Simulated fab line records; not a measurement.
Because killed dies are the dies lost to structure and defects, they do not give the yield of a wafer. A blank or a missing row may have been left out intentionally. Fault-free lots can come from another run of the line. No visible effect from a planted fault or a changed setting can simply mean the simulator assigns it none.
Split-lot experiment || flow n5_finfet || route with 1938 steps; 7 lots, 39 wafers read

## ABOUT THE SPLIT
At N5_FIN_CUT_ETCH_21 (etches SOC in N2/H2, target depth 219 nm, overetch 43.8 nm, time 523.5 s), the setting bias_w was moved away from the recipe's 61 W on 12 of the 39 wafers read, by -17.3% to +13.9%. All remaining wafers had this setting at the recipe value.

The split's own step is where the reading is taken.

## THE READING
rf_vpp_V, in V, at N5_FIN_CUT_ETCH_21 (etches SOC in N2/H2, target depth 219 nm, overetch 43.8 nm, time 523.5 s). Typical for fault-free wafers on this fab line: 241.2 V, with standard deviation 1.2 V.

{"wafer": "L076.1", "tool, chamber at the split": "rie_diel-04, 1", "bias_w as run, W": 61, "against the recipe": "recipe", "rf_vpp_V, V": 241.0, "against lot-mates on the recipe": "-"}
{"wafer": "L076.2", "tool, chamber at the split": "rie_diel-04, 3", "bias_w as run, W": 61, "against the recipe": "recipe", "rf_vpp_V, V": 240.5, "against lot-mates on the recipe": "-"}
{"wafer": "L076.3", "tool, chamber at the split": "rie_diel-04, 2", "bias_w as run, W": 61, "against the recipe": "recipe", "rf_vpp_V, V": 240.6, "against lot-mates on the recipe": "-"}
{"wafer": "L076.4", "tool, chamber at the split": "rie_diel-04, 0", "bias_w as run, W": 61, "against the recipe": "recipe", "rf_vpp_V, V": 242.7, "against lot-mates on the recipe": "-"}
{"wafer": "L076.5", "tool, chamber at the split": "rie_diel-04, 1", "bias_w as run, W": 61, "against the recipe": "recipe", "rf_vpp_V, V": 242.0, "against lot-mates on the recipe": "-"}
{"wafer": "L076.6", "tool, chamber at the split": "rie_diel-04, 0", "bias_w as run, W": 61, "against the recipe": "recipe", "rf_vpp_V, V": 242.2, "against lot-mates on the recipe": "-"}
{"wafer": "L078.1", "tool, chamber at the split": "rie_diel-05, 2", "bias_w as run, W": 50.43, "against the recipe": "-17.3%", "rf_vpp_V, V": 212.5, "against lot-mates on the recipe": -27.7}
{"wafer": "L078.2", "tool, chamber at the split": "rie_diel-05, 0", "bias_w as run, W": 61, "against the recipe": "recipe", "rf_vpp_V, V": 239.2, "against lot-mates on the recipe": "-"}
{"wafer": "L078.3", "tool, chamber at the split": "rie_diel-05, 3", "bias_w as run, W": 61, "against the recipe": "recipe", "rf_vpp_V, V": 239.5, "against lot-mates on the recipe": "-"}
{"wafer": "L078.4", "tool, chamber at the split": "rie_diel-05, 1", "bias_w as run, W": 50.43, "against the recipe": "-17.3%", "rf_vpp_V, V": 213.2, "against lot-mates on the recipe": -27.0}
{"wafer": "L078.5", "tool, chamber at the split": "rie_diel-05, 0", "bias_w as run, W": 50.43, "against the recipe": "-17.3%", "rf_vpp_V, V": 212.7, "against lot-mates on the recipe": -27.5}
{"wafer": "L078.6", "tool, chamber at the split": "rie_diel-05, 1", "bias_w as run, W": 61, "against the recipe": "recipe", "rf_vpp_V, V": 241.9, "against lot-mates on the recipe": "-"}
{"wafer": "L079.1", "tool, chamber at the split": "rie_diel-05, 2", "bias_w as run, W": 61, "against the recipe": "recipe", "rf_vpp_V, V": 239.8, "against lot-mates on the recipe": "-"}
{"wafer": "L079.2", "tool, chamber at the split": "rie_diel-05, 0", "bias_w as run, W": 61, "against the recipe": "recipe", "rf_vpp_V, V": 241.8, "against lot-mates on the recipe": "-"}
{"wafer": "L079.3", "tool, chamber at the split": "rie_diel-05, 1", "bias_w as run, W": 61, "against the recipe": "recipe", "rf_vpp_V, V": 240.2, "against lot-mates on the recipe": "-"}
{"wafer": "L082.1", "tool, chamber at the split": "rie_diel-05, 0", "bias_w as run, W": 61, "against the recipe": "recipe", "rf_vpp_V, V": 240.3, "against lot-mates on the recipe": "-"}
{"wafer": "L082.2", "tool, chamber at the split": "rie_diel-05, 1", "bias_w as run, W": 61, "against the recipe": "recipe", "rf_vpp_V, V": 242.0, "against lot-mates on the recipe": "-"}
{"wafer": "L082.3", "tool, chamber at the split": "rie_diel-05, 3", "bias_w as run, W": 61, "against the recipe": "recipe", "rf_vpp_V, V": 239.7, "against lot-mates on the recipe": "-"}
{"wafer": "L082.4", "tool, chamber at the split": "rie_diel-05, 2", "bias_w as run, W": 61, "against the recipe": "recipe", "rf_vpp_V, V": 240.0, "against lot-mates on the recipe": "-"}
{"wafer": "L082.5", "tool, chamber at the split": "rie_diel-05, 3", "bias_w as run, W": 61, "against the recipe": "recipe", "rf_vpp_V, V": 240.4, "against lot-mates on the recipe": "-"}
{"wafer": "L082.6", "tool, chamber at the split": "rie_diel-05, 2", "bias_w as run, W": 61, "against the recipe": "recipe", "rf_vpp_V, V": 240.5, "against lot-mates on the recipe": "-"}
{"wafer": "L093.1", "tool, chamber at the split": "rie_diel-01, 0", "bias_w as run, W": 69.49, "against the recipe": "+13.9%", "rf_vpp_V, V": 258.4, "against lot-mates on the recipe": "+16.9"}
{"wafer": "L093.2", "tool, chamber at the split": "rie_diel-01, 1", "bias_w as run, W": 61, "against the recipe": "recipe", "rf_vpp_V, V": 241.1, "against lot-mates on the recipe": "-"}
{"wafer": "L093.3", "tool, chamber at the split": "rie_diel-01, 2", "bias_w as run, W": 61, "against the recipe": "recipe", "rf_vpp_V, V": 242.3, "against lot-mates on the recipe": "-"}
{"wafer": "L093.4", "tool, chamber at the split": "rie_diel-01, 2", "bias_w as run, W": 69.49, "against the recipe": "+13.9%", "rf_vpp_V, V": 263.7, "against lot-mates on the recipe": "+22.2"}
{"wafer": "L093.5", "tool, chamber at the split": "rie_diel-01, 1", "bias_w as run, W": 61, "against the recipe": "recipe", "rf_vpp_V, V": 241.0, "against lot-mates on the recipe": "-"}
{"wafer": "L093.6", "tool, chamber at the split": "rie_diel-01, 0", "bias_w as run, W": 69.49, "against the recipe": "+13.9%", "rf_vpp_V, V": 259.7, "against lot-mates on the recipe": "+18.2"}
{"wafer": "L095.1", "tool, chamber at the split": "rie_diel-01, 1", "bias_w as run, W": 66.31, "against the recipe": "+8.7%", "rf_vpp_V, V": 254.1, "against lot-mates on the recipe": "+13.6"}
{"wafer": "L095.2", "tool, chamber at the split": "rie_diel-01, 3", "bias_w as run, W": 66.31, "against the recipe": "+8.7%", "rf_vpp_V, V": 255.1, "against lot-mates on the recipe": "+14.6"}
{"wafer": "L095.3", "tool, chamber at the split": "rie_diel-01, 0", "bias_w as run, W": 61, "against the recipe": "recipe", "rf_vpp_V, V": 238.3, "against lot-mates on the recipe": "-"}
{"wafer": "L095.4", "tool, chamber at the split": "rie_diel-01, 2", "bias_w as run, W": 61, "against the recipe": "recipe", "rf_vpp_V, V": 241.6, "against lot-mates on the recipe": "-"}
{"wafer": "L095.5", "tool, chamber at the split": "rie_diel-01, 3", "bias_w as run, W": 66.31, "against the recipe": "+8.7%", "rf_vpp_V, V": 254.4, "against lot-mates on the recipe": "+13.9"}
{"wafer": "L095.6", "tool, chamber at the split": "rie_diel-01, 2", "bias_w as run, W": 61, "against the recipe": "recipe", "rf_vpp_V, V": 241.6, "against lot-mates on the recipe": "-"}
{"wafer": "L097.1", "tool, chamber at the split": "rie_diel-04, 1", "bias_w as run, W": 68.44, "against the recipe": "+12.2%", "rf_vpp_V, V": 257.9, "against lot-mates on the recipe": "+16.5"}
{"wafer": "L097.2", "tool, chamber at the split": "rie_diel-04, 3", "bias_w as run, W": 61, "against the recipe": "recipe", "rf_vpp_V, V": 241.4, "against lot-mates on the recipe": "-"}
{"wafer": "L097.3", "tool, chamber at the split": "rie_diel-04, 0", "bias_w as run, W": 68.44, "against the recipe": "+12.2%", "rf_vpp_V, V": 260.5, "against lot-mates on the recipe": "+19.1"}
{"wafer": "L097.4", "tool, chamber at the split": "rie_diel-04, 2", "bias_w as run, W": 61, "against the recipe": "recipe", "rf_vpp_V, V": 242.4, "against lot-mates on the recipe": "-"}
{"wafer": "L097.5", "tool, chamber at the split": "rie_diel-04, 1", "bias_w as run, W": 61, "against the recipe": "recipe", "rf_vpp_V, V": 240.3, "against lot-mates on the recipe": "-"}
{"wafer": "L097.6", "tool, chamber at the split": "rie_diel-04, 0", "bias_w as run, W": 68.44, "against the recipe": "+12.2%", "rf_vpp_V, V": 262.3, "against lot-mates on the recipe": "+20.9"}

THE FIT
A straight line over all 39 wafers: rf_vpp_V changes by +1.56 V for each +1% of bias_w; r = +0.99; the points scatter about the line by 1.4 V.
The same after taking each lot's own level away (the mean of its wafers on the recipe; 39 wafers): +1.53 V for each +1%; r = +0.99; scatter 1.3 V.
According to that fit, moving bias_w by its largest amount changes the reading by 26 V.
The lots' own levels span 240.20 to 241.50 V, that is 1.1 times the standard deviation above.
So the lot-to-lot level changes the slope little: the two slopes agree.
Check: with one of the wafers moved furthest among these (-17.3%) left out of the fit, the line predicts -26.3 V for it against its lot-mates. It came out at -27.7 V against them.
Tool readings at the split's step, against how far the setting was moved: rf_vpp_V r = +0.99.

## THE WHOLE CHAIN: every reading that the file lists as answering this split, in the file's order
{"step": "N5_FIN_CUT_ETCH_21", "what it does": "etches SOC in N2/H2, target depth 219 nm, overetch 43.8 nm, time 523.5 s", "reading": "rf_vpp_V", "change (the file's fit)": "+1.52 V for each +1% of the setting", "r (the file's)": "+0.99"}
{"step": "N5_FIN_CUT_ETCH_21", "what it does": "etches SOC in N2/H2, target depth 219 nm, overetch 43.8 nm, time 523.5 s", "reading": "SiARC_of_FIN_CUT_COAT_19.thk_nm (the simulator's own value, which no gauge read)", "change (the file's fit)": "-0.0485 nm for each +1% of the setting", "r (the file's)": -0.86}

## FILE'S OWN FIT
rf_vpp_V changes by +1.52 V for each +1% of bias_w, r = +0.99.
